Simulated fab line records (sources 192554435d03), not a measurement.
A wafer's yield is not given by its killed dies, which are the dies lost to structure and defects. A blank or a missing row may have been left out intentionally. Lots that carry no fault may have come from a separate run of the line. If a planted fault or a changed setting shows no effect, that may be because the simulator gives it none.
Chamber matching || flow n5_finfet || N5_GATE_CUT_ETCH_19 on rie_diel-04 has 4 sister chambers
The step etches SiNx in CH3F/O2, target depth 53.7 nm, time 76.7 s. 8 wafers are shown with their chamber, then 9 later ones without.

== EACH WAFER AND ITS CHAMBER ==
{"wafer": "L077.1", "chamber": 0, "drypump_motor_current_A (A)": 5.9, "showerhead_plenum_p_Torr (Torr)": 2.02}
{"wafer": "L077.6", "chamber": 1, "drypump_motor_current_A (A)": 5.4, "showerhead_plenum_p_Torr (Torr)": 1.95}
{"wafer": "L081.5", "chamber": 2, "drypump_motor_current_A (A)": 6.4, "showerhead_plenum_p_Torr (Torr)": 2.04}
{"wafer": "L082.1", "chamber": 2, "drypump_motor_current_A (A)": 6.4, "showerhead_plenum_p_Torr (Torr)": 2.04}
{"wafer": "L082.5", "chamber": 3, "drypump_motor_current_A (A)": 5.7, "showerhead_plenum_p_Torr (Torr)": 2.05}
{"wafer": "L088.1", "chamber": 1, "drypump_motor_current_A (A)": 5.3, "showerhead_plenum_p_Torr (Torr)": 1.95}
{"wafer": "L088.4", "chamber": 3, "drypump_motor_current_A (A)": 5.7, "showerhead_plenum_p_Torr (Torr)": 2.04}
{"wafer": "L088.5", "chamber": 0, "drypump_motor_current_A (A)": 5.9, "showerhead_plenum_p_Torr (Torr)": 2.01}

== WAFERS WITHOUT THEIR CHAMBER ==
{"wafer": "L091.3", "drypump_motor_current_A (A)": 5.7, "showerhead_plenum_p_Torr (Torr)": 2.04}
{"wafer": "L091.4", "drypump_motor_current_A (A)": 6.4, "showerhead_plenum_p_Torr (Torr)": 2.04}
{"wafer": "L091.6", "drypump_motor_current_A (A)": 5.7, "showerhead_plenum_p_Torr (Torr)": 2.04}
{"wafer": "L090.1", "drypump_motor_current_A (A)": 6.4, "showerhead_plenum_p_Torr (Torr)": 2.04}
{"wafer": "L090.3", "drypump_motor_current_A (A)": 5.9, "showerhead_plenum_p_Torr (Torr)": 2.01}
{"wafer": "L090.5", "drypump_motor_current_A (A)": 5.9, "showerhead_plenum_p_Torr (Torr)": 2.01}
{"wafer": "L097.1", "drypump_motor_current_A (A)": 5.9, "showerhead_plenum_p_Torr (Torr)": 2.01}
{"wafer": "L097.2", "drypump_motor_current_A (A)": 6.4, "showerhead_plenum_p_Torr (Torr)": 2.04}
{"wafer": "L097.3", "drypump_motor_current_A (A)": 5.3, "showerhead_plenum_p_Torr (Torr)": 1.95}

== THE CHAMBER EACH PASSED THROUGH ==
{"wafer": "L091.3", "from the rows above": 3, "in truth": 3}
{"wafer": "L091.4", "from the rows above": 2, "in truth": 2}
{"wafer": "L091.6", "from the rows above": 3, "in truth": 3}
{"wafer": "L090.1", "from the rows above": 2, "in truth": 2}
{"wafer": "L090.3", "from the rows above": 0, "in truth": 0}
{"wafer": "L090.5", "from the rows above": 0, "in truth": 0}
{"wafer": "L097.1", "from the rows above": 0, "in truth": 0}
{"wafer": "L097.2", "from the rows above": 2, "in truth": 2}
{"wafer": "L097.3", "from the rows above": 1, "in truth": 1}
Placed correctly: 9 of 9. Not placeable from these rows: 0. Number placed wrongly: 0.
How it was worked out, from the rows above alone: a wafer's distance from a chamber is the root of the sum, over the readings, of the square of ((its reading less the chamber's mean) divided by the reading's scatter). If the next closest chamber is less than 2 further off than the closest, the wafer can't be placed; otherwise it belongs to the closest. A chamber's mean is the mean of its shown wafers. The scatter is the square root of a quotient: the sum, over the shown wafers, of each reading's squared deviation from its chamber's mean, divided by wafers minus chambers.
